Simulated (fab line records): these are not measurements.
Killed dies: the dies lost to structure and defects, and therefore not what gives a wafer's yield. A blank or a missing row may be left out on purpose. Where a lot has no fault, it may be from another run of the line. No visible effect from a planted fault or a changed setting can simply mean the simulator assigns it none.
Check for tools in common | flow n5-finfet | 11 lots, 29 wafers sampled

## THE REASON FOR OPENING IT
At N5_BEOL_M15_CD_MEAS_28 the reading cd-nm is flagged on 3 of 11 lots. No-fault wafers: 407.4 nm, standard deviation 1.6.
Rule: a lot is flagged when every wafer of it that has a number lies more than 4 standard deviations from that mean, or none has a number. The rest of the lots are taken to be sound.

lot  | measured     | on        | cd-nm (nm), wafer by wafer | flag
L579 | day 12 02:49 | cd-sem-03 | 404.7 407.0 406.5          |
L582 | day 12 19:43 | cd-sem-03 | 408.7 409.6 408.7          |
L583 | day 12 23:59 | cd-sem-01 | 409.0 407.5 409.3          |
L585 | day 13 06:12 | cd-sem-02 | 407.6 409.2 407.5          |
L589 | day 14 18:28 | cd-sem-02 | 408.4 407.9 410.0          |
L594 | day 15 14:54 | cd-sem-01 | 409.5 407.7 406.9          |
L595 | day 15 16:58 | cd-sem-02 | 408.2 409.1 407.5          |
L597 | day 16 12:52 | cd-sem-01 | 393.0 394.6                | FLAGGED
L599 | day 16 15:50 | cd-sem-01 | 396.8                      | FLAGGED
L598 | day 16 17:28 | cd-sem-02 | 400.2 398.2                | FLAGGED
L602 | day 18 02:39 | cd-sem-03 | 409.5 407.6 409.4          |
Average over the flagged lots: 396.6 nm; offset from the usual -10.8 nm, equal to -7 standard deviations.

## WHICH TOOL EACH LOT WENT THROUGH
2 process steps preceding the reading are held in the record, out of 1938 steps in the route. Each cell gives the tool, then ch followed by the chambers the sampled wafers passed through, then the start.
lot  | flag    | N5_BEOL_M15_ILD_DEP_00          | N5_BEOL_M15_EXPOSE_25
L579 |         | pecvd-04 ch 0,1,2, day 12 00:39 | krf-scanner-02 ch 0, day 12 02:38
L582 |         | pecvd-02 ch 0,1,2, day 12 17:35 | krf-scanner-01 ch 0, day 12 19:34
L583 |         | pecvd-02 ch 1,2, day 12 21:47   | krf-scanner-01 ch 0, day 12 23:50
L585 |         | pecvd-02 ch 0,1, day 13 04:04   | krf-scanner-02 ch 0, day 13 06:02
L589 |         | pecvd-04 ch 0,2, day 14 16:08   | krf-scanner-01 ch 0, day 14 18:18
L594 |         | pecvd-03 ch 0,1,2, day 15 12:45 | krf-scanner-01 ch 0, day 15 14:44
L595 |         | pecvd-02 ch 0,1, day 15 14:00   | krf-scanner-01 ch 0, day 15 16:47
L597 | FLAGGED | pecvd-02 ch 0,1, day 16 10:00   | krf-scanner-01 ch 0, day 16 12:42
L599 | FLAGGED | pecvd-04 ch 1, day 16 13:49     | krf-scanner-01 ch 0, day 16 15:40
L598 | FLAGGED | pecvd-03 ch 0,2, day 16 14:59   | krf-scanner-01 ch 0, day 16 17:18
L602 |         | pecvd-04 ch 0,1, day 18 00:38   | krf-scanner-02 ch 0, day 18 02:29
These steps, and what they do:
- N5_BEOL_M15_ILD_DEP_00: deposits SiO2 from TEOS/O2, target thk 1629.3 nm, time 346.1 s.
- N5_BEOL_M15_EXPOSE_25: exposes mask M15, target cd 400 nm.
- N5_BEOL_M15_CD_MEAS_28: target cd 407.6 nm.

## FLAGGED OVER TOTAL, TOOL BY TOOL (the gauges that took the reading come last)
step                   | tool           | lots run | flagged | share of the flagged lots | sound lots run after its first flagged lot
N5_BEOL_M15_ILD_DEP_00 | pecvd-02       | 5        | 1       | some                      | 0
N5_BEOL_M15_ILD_DEP_00 | pecvd-03       | 2        | 1       | some                      | 0
N5_BEOL_M15_ILD_DEP_00 | pecvd-04       | 4        | 1       | some                      | 1 (L602)
N5_BEOL_M15_EXPOSE_25  | krf-scanner-01 | 8        | 3       | all                       | 0
N5_BEOL_M15_EXPOSE_25  | krf-scanner-02 | 3        | 0       | none                      | -
N5_BEOL_M15_CD_MEAS_28 | cd-sem-01      | 4        | 2       | some                      | 0
N5_BEOL_M15_CD_MEAS_28 | cd-sem-02      | 4        | 1       | some                      | 0
N5_BEOL_M15_CD_MEAS_28 | cd-sem-03      | 3        | 0       | none                      | -

## THE TABLE: WHAT IT ALLOWS
All flagged lots share 1 row of the table, namely krf-scanner-01 at N5_BEOL_M15_EXPOSE_25.
- krf-scanner-01 at N5_BEOL_M15_EXPOSE_25 ran 8 lots, 3 of them flagged. A fault beginning between L595 (day 15 16:47), its last sound lot, and L597 (day 16 12:42), its first flagged one, fits the data. Its own readings (exposure-dose-mJ-cm2) fall more than 4 standard deviations out on all wafers of the flagged lots.
One tool is left: krf-scanner-01 at N5_BEOL_M15_EXPOSE_25.

## WHAT THE SIMULATOR HAD INSERTED
Process parameters drifting: krf-scanner-01 at N5_BEOL_M15_EXPOSE_25, beginning at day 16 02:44. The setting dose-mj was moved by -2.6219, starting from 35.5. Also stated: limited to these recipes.
Struck lots among those shown: L597, L599, L598. Same finding as the rule above.
